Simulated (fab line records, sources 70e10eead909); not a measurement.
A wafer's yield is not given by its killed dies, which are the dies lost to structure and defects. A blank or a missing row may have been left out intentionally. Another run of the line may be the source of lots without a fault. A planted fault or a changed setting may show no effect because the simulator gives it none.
Matching of chambers | flow nandHarc | 4 sister chambers for NHARC_A_STAIRCASE_TRIM_229 on rieDiel-02
The step chemistry O2, time 211.2 s. 4 wafers are shown with their chamber, then 8 later ones without.

## WAFERS WITH THEIR CHAMBER
wafer  | chamber | showerheadPlenumPTorr (Torr)
L074.2 | 1       | 3.27
L081.1 | 2       | 3.46
L081.6 | 3       | 3.50
L089.2 | 0       | 3.64

## WAFERS WITHOUT THEIR CHAMBER
wafer  | showerheadPlenumPTorr (Torr)
L089.5 | 3.64
L089.6 | 3.49
L094.1 | 3.77
L094.4 | 3.49
L094.6 | 3.77
L096.1 | 3.63
L096.3 | 3.44
L096.6 | 3.48

## EACH ONE'S CHAMBER
wafer  | from the rows above     | in truth
L089.5 | 0                       | 0
L089.6 | can't be placed: 3 or 2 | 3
L094.1 | 0                       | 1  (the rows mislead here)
L094.4 | can't be placed: 3 or 2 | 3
L094.6 | 0                       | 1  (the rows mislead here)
L096.1 | can't be placed: 0 or 3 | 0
L096.3 | can't be placed: 2 or 3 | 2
L096.6 | can't be placed: 2 or 3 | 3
Correct placement for 1 of the 8. Not placeable from these rows: 5 (in 5, the candidates include the true chamber). Number placed wrongly: 2.
How it was worked out, from the rows above alone: a wafer's distance from a chamber is the root of the sum, over the readings, of the square of ((its reading less the chamber's mean) divided by the reading's scatter). The wafer belongs to the nearest chamber; if the next one is less than 2 further off, it can't be placed. A chamber's mean is the mean of its shown wafers. The scatter (one wafer shown for each chamber): square how far every hidden wafer sits from the nearest shown wafer, average those squares and take the square root.
